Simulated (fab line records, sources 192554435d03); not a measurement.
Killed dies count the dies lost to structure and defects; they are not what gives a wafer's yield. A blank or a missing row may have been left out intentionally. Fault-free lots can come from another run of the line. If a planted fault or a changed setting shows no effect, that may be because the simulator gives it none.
Chamber matching || flow n5 finfet || N5_BEOL_M2_DESCUM_16 on rie diel-06 has 3 sister chambers
The step chemistry O2, time 7 s. 14 wafers are shown with their chamber, then 5 later ones without.

== EACH WAFER AND ITS CHAMBER ==
{"wafer": "L078.1", "chamber": 0, "drypump motor current A (A)": 5.9, "showerhead plenum p Torr (Torr)": 2.22, "throttle valve pct (%)": 20.29}
{"wafer": "L078.3", "chamber": 3, "drypump motor current A (A)": 6.1, "showerhead plenum p Torr (Torr)": 2.22, "throttle valve pct (%)": 20.69}
{"wafer": "L078.6", "chamber": 2, "drypump motor current A (A)": 4.9, "showerhead plenum p Torr (Torr)": 2.08, "throttle valve pct (%)": 20.18}
{"wafer": "L080.3", "chamber": 0, "drypump motor current A (A)": 5.8, "showerhead plenum p Torr (Torr)": 2.21, "throttle valve pct (%)": 20.30}
{"wafer": "L080.4", "chamber": 3, "drypump motor current A (A)": 6.0, "showerhead plenum p Torr (Torr)": 2.22, "throttle valve pct (%)": 20.72}
{"wafer": "L080.5", "chamber": 3, "drypump motor current A (A)": 6.0, "showerhead plenum p Torr (Torr)": 2.22, "throttle valve pct (%)": 20.71}
{"wafer": "L082.1", "chamber": 3, "drypump motor current A (A)": 6.0, "showerhead plenum p Torr (Torr)": 2.22, "throttle valve pct (%)": 20.72}
{"wafer": "L082.2", "chamber": 2, "drypump motor current A (A)": 4.9, "showerhead plenum p Torr (Torr)": 2.08, "throttle valve pct (%)": 20.22}
{"wafer": "L082.5", "chamber": 3, "drypump motor current A (A)": 6.0, "showerhead plenum p Torr (Torr)": 2.22, "throttle valve pct (%)": 20.72}
{"wafer": "L084.2", "chamber": 0, "drypump motor current A (A)": 5.8, "showerhead plenum p Torr (Torr)": 2.21, "throttle valve pct (%)": 20.32}
{"wafer": "L084.4", "chamber": 2, "drypump motor current A (A)": 4.9, "showerhead plenum p Torr (Torr)": 2.07, "throttle valve pct (%)": 20.22}
{"wafer": "L084.6", "chamber": 3, "drypump motor current A (A)": 6.0, "showerhead plenum p Torr (Torr)": 2.21, "throttle valve pct (%)": 20.71}
{"wafer": "L093.1", "chamber": 0, "drypump motor current A (A)": 5.8, "showerhead plenum p Torr (Torr)": 2.20, "throttle valve pct (%)": 20.36}
{"wafer": "L093.5", "chamber": 3, "drypump motor current A (A)": 6.0, "showerhead plenum p Torr (Torr)": 2.20, "throttle valve pct (%)": 20.77}

SIGNATURES (means of the wafers above)
{"reading": "drypump motor current A", "chamber 0": 5.825, "chamber 2": 4.900, "chamber 3": 6.014, "scatter within a chamber": 0.0382}
{"reading": "showerhead plenum p Torr", "chamber 0": 2.2100, "chamber 2": 2.0767, "chamber 3": 2.2157, "scatter within a chamber": 0.00762}
{"reading": "throttle valve pct", "chamber 0": 20.3175, "chamber 2": 20.2067, "chamber 3": 20.7200, "scatter within a chamber": 0.0262}
Rule: a wafer lies at a distance from a chamber equal to the root of the sum of squares, over the readings, of (its reading less the chamber's mean, divided by the reading's scatter). If the next closest chamber is less than 2 further off than the closest, the wafer can't be placed; otherwise it belongs to the closest. The scatter: the root of (the sum of the squares of (reading less its chamber's mean) over the shown wafers, divided by (wafers less chambers)).

== WAFERS MISSING THEIR CHAMBER ==
{"wafer": "L093.6", "drypump motor current A (A)": 5.8, "showerhead plenum p Torr (Torr)": 2.20, "throttle valve pct (%)": 20.36}
{"wafer": "L094.2", "drypump motor current A (A)": 4.9, "showerhead plenum p Torr (Torr)": 2.07, "throttle valve pct (%)": 19.89}
{"wafer": "L094.6", "drypump motor current A (A)": 6.0, "showerhead plenum p Torr (Torr)": 2.20, "throttle valve pct (%)": 20.76}
{"wafer": "L096.3", "drypump motor current A (A)": 5.0, "showerhead plenum p Torr (Torr)": 2.07, "throttle valve pct (%)": 19.92}
{"wafer": "L096.5", "drypump motor current A (A)": 5.8, "showerhead plenum p Torr (Torr)": 2.20, "throttle valve pct (%)": 20.37}

== WHICH CHAMBER EACH WENT THROUGH ==
{"wafer": "L093.6", "from the rows above": 0, "in truth": 0}
{"wafer": "L094.2", "from the rows above": 2, "in truth": 2}
{"wafer": "L094.6", "from the rows above": 3, "in truth": 3}
{"wafer": "L096.3", "from the rows above": 2, "in truth": 2}
{"wafer": "L096.5", "from the rows above": 0, "in truth": 0}
Correctly placed: 5 of 5. Can't be placed from these rows: 0. Placed wrongly: 0.
